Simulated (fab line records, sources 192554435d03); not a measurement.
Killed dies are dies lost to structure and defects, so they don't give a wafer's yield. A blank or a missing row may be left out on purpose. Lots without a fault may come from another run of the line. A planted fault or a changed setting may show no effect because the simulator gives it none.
Split-lot experiment | flow n5_finfet | 7 lots, 21 wafers read, on a route of 1938 steps

THE SPLIT
At N5_BEOL_M1_COAT_61 (time 60 s, resist thk 60 nm), the setting spin_rpm was moved away from the recipe's 1500 rpm on 7 of the 21 wafers read, by -7.7% to +5.3%. The other wafers ran this setting at the recipe's value.

FROM THE SPLIT TO THE READING: what the file shows between them, 9 steps
- N5_BEOL_M1_COAT_05: resist thk 30 nm (also split here: spin_rpm)
- N5_BEOL_M1_EBR_07
- N5_BEOL_M1_SOFTBAKE_06: time 60 s
- N5_BEOL_M1_ETCH_74: etches underlayer in N2/H2, target depth 6.5 nm, time 5.2 s
- N5_BEOL_M1_ETCH_63: etches SiARC in CF4, target depth 15.6 nm, time 26 s
- N5_BEOL_M1_ETCH_64: etches SOC in N2/H2, target depth 75 nm, overetch 15 nm, time 112.5 s
- N5_BEOL_M1_STRIP_65: strips in N2/H2
- N5_BEOL_M1_STRIP_75: strips in N2/H2
- N5_BEOL_M1_STRIP_66: strips in CF4

THE READING
SOC_of_BEOL_M1_COAT_61.thk_nm (the simulator's own value, which no gauge read), in nm, at N5_BEOL_M1_HM_OPEN_17 (chemistry Cl2/BCl3, target TiN, target depth 20 nm, overetch 6 nm). The file gives no usual value for it. The 14 wafers here that ran the recipe average 52.2 nm, standard deviation 0.22 nm.

wafer  | tool, chamber at the split | spin_rpm as run, rpm | against the recipe | SOC_of_BEOL_M1_COAT_61.thk_nm, nm | against lot-mates on the recipe
L076.2 | litho_track-02, 0          | 1384                 | -7.7%              | 55                                | +2.8
L076.3 | litho_track-02, 0          | 1500                 | recipe             | 52.2                              | -
L076.4 | litho_track-02, 0          | 1384                 | -7.7%              | 54.8                              | +2.6
L081.2 | litho_track-03, 0          | 1500                 | recipe             | 52.4                              | -
L081.4 | litho_track-03, 0          | 1500                 | recipe             | 52.4                              | -
L081.5 | litho_track-03, 0          | 1500                 | recipe             | 52.2                              | -
L080.1 | litho_track-02, 0          | 1441                 | -3.9%              | 53.4                              | +1.2
L080.4 | litho_track-02, 0          | 1441                 | -3.9%              | 53.4                              | +1.2
L080.6 | litho_track-02, 0          | 1500                 | recipe             | 52.2                              | -
L082.1 | litho_track-03, 0          | 1500                 | recipe             | 52.4                              | -
L082.2 | litho_track-03, 0          | 1500                 | recipe             | 51.8                              | -
L082.6 | litho_track-03, 0          | 1500                 | recipe             | 52.2                              | -
L088.2 | litho_track-04, 0          | 1421                 | -5.3%              | 53.4                              | +1.6
L088.5 | litho_track-04, 0          | 1500                 | recipe             | 51.8                              | -
L088.6 | litho_track-04, 0          | 1421                 | -5.3%              | 53.2                              | +1.4
L095.2 | litho_track-03, 0          | 1500                 | recipe             | 52.2                              | -
L095.4 | litho_track-03, 0          | 1500                 | recipe             | 52.2                              | -
L095.3 | litho_track-03, 0          | 1500                 | recipe             | 52.4                              | -
L097.2 | litho_track-04, 0          | 1500                 | recipe             | 52.6                              | -
L097.4 | litho_track-04, 0          | 1500                 | recipe             | 52.4                              | -
L097.5 | litho_track-04, 0          | 1579                 | +5.3%              | 51                                | -1.5

THE FIT
A straight line over all 21 wafers: SOC_of_BEOL_M1_COAT_61.thk_nm changes by -0.289 nm for each +1% of spin_rpm; r = -0.96; the points scatter about the line by 0.29 nm.
The same after taking each lot's own level away (the mean of its wafers on the recipe; 21 wafers): -0.319 nm for each +1%; r = -0.99; scatter 0.16 nm.
On that fit, the largest move of spin_rpm shifts the reading by 2.5 nm.
The lots' own levels span 51.80 to 52.50 nm, that is 3.2 times the standard deviation above.
So the lot-to-lot level changes the slope little: the two slopes agree.
Check: with one of the wafers moved furthest among these (-7.7%) left out of the fit, the line predicts +2.37 nm for it against its lot-mates. It came out at +2.8 nm against them.

OTHER SPLITS ON THESE WAFERS
These wafers also went through other splits before the reading. Each is held against what the fit with the lots' levels taken away leaves over:
other split on the same wafers | wafers away from the commonest value | r with SOC_of_BEOL_M1_COAT_61.thk_nm (lot level and that fit taken away)
N5_BEOL_M1_COAT_05 spin_rpm    | 7                                    | +0.29

THE WHOLE CHAIN: every reading that the file lists as answering this split, in the file's order
step                  | what it does                                                          | reading                                                                        | change (the file's fit)               | r (the file's)
N5_BEOL_M1_COAT_61    | time 60 s, resist thk 60 nm                                           | SOC_of_BEOL_M1_COAT_61.thk_nm (the simulator's own value, which no gauge read) | -0.295 nm for each +1% of the setting | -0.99
N5_BEOL_M1_ETCH_64    | etches SOC in N2/H2, target depth 75 nm, overetch 15 nm, time 112.5 s | etch.depth_nm (the simulator's own value, which no gauge read)                 | -0.289 nm for each +1% of the setting | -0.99
N5_BEOL_M1_HM_OPEN_17 | chemistry Cl2/BCl3, target TiN, target depth 20 nm, overetch 6 nm     | SOC_of_BEOL_M1_COAT_61.thk_nm (the simulator's own value, which no gauge read) | -0.317 nm for each +1% of the setting | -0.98

THE FILE'S OWN FIT
SOC_of_BEOL_M1_COAT_61.thk_nm changes by -0.317 nm for each +1% of spin_rpm, r = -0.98.
